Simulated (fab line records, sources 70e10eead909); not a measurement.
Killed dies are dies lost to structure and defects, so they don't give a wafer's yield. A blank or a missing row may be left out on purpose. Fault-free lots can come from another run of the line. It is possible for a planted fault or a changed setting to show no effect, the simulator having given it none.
Problem report, 8D (eight disciplines) form, completed by code	flow nand_harc	the parts of the form that need people (team, actions taken, sign-off) are left out

## 1. THE PROBLEM
At NHARC_A_ONON_D1_THK_MEAS_18, thk_nm averages 754 nm over 3 wafers from 3 lots, while fault-free wafers read 999 nm, standard deviation 8.7. Relative to the usual mean, that is a shift of -28 standard deviations.
The step: measures by ellipsometry.
The first sign was on wafer L282.3 at day 12 00:03, on film_metro-02. The record holds 38 wafers of 13 lots with a number at this step. The rule behind "out" and "out of limits": a value lying over 4 standard deviations away from the usual mean. The rest of the wafers with a number are treated as sound.

## 2. WHAT IT IS, AND WHAT IT ISN'T
question	is	is not
which readings at this step	thk_nm	-
which lots	L282, L286, L287	L265, L266, L267, L269, L270, L272, L273, L274, L275, L276
which wafers of those lots	L282.3, L286.3, L287.3	L282.2, L282.4, L286.1, L287.1, L287.5
read on which gauges	film_metro-01, film_metro-02	-
when	from day 12 00:03	up to then (32 sound wafers); but 3 sound wafers of L286, L287 came after

## 3. WHAT RULES OUT EACH SUSPECT
Counting: if a tool at a process step up to the reading ran every lot that is out, it stays a suspect. Sound lots after the first of them don't rule it out here, since some wafers of a struck lot are sound.
- the gauge at NHARC_A_ONON_D1_THK_MEAS_18 is ruled out. 2 gauges (film_metro-01, film_metro-02) read the wafers that are out.
- pecvd_onon-03 at NHARC_A_ONON_D1_DEP_16 (target thk 1000 nm): kept. Every lot that is out went through it, the first being L282 (day 11 23:36); the last sound lot it ran before that was L275 (day 10 20:24).
Left after counting: pecvd_onon-03 at NHARC_A_ONON_D1_DEP_16.

## 4. THE CAUSE (what the simulator had put in)
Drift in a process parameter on pecvd_onon-03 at NHARC_A_ONON_D1_DEP_16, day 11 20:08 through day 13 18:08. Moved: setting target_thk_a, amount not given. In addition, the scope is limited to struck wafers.
The count eliminated every tool but this one.

## 5. THE CHAIN OF EFFECTS, in route order
Each row: a reading where the mean over the struck wafers with a number is more than 3 standard deviations away from the usual. Readings are gone through only where the record gives a usual standard deviation; hours: the median, over the lots, of the time from a lot's start at the first step in this table giving one to that lot's start at this step; sigmas: the change measured in usual standard deviations.
hours	step	reading	usual	on struck wafers	change	sigmas
0	NHARC_A_ONON_D1_THK_MEAS_18	thk_nm	999 nm	754	-245	-28
285	NHARC_END_SORT_01	killed_at_array	27	672	+645	+59
285	NHARC_END_SORT_01	killed_dies	31	677	+646	+54

## 6. WHAT WOULD HAVE CAUGHT IT SOONER
4 hours passed between the start of the fault at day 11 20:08 and the first reading out of limits at a measuring or inspecting step in this record, taken at day 12 00:03.
Of the tool readings at NHARC_A_ONON_D1_DEP_16 for which the record gives a usual standard deviation, none was out on any struck wafer, so an alarm limit of 4 standard deviations on them would not have fired.
L286, L287, from the lots that are out (3), started NHARC_A_ONON_D1_DEP_16 on pecvd_onon-03 later than day 12 00:03. A hold on the tool at that time would have spared those 2.
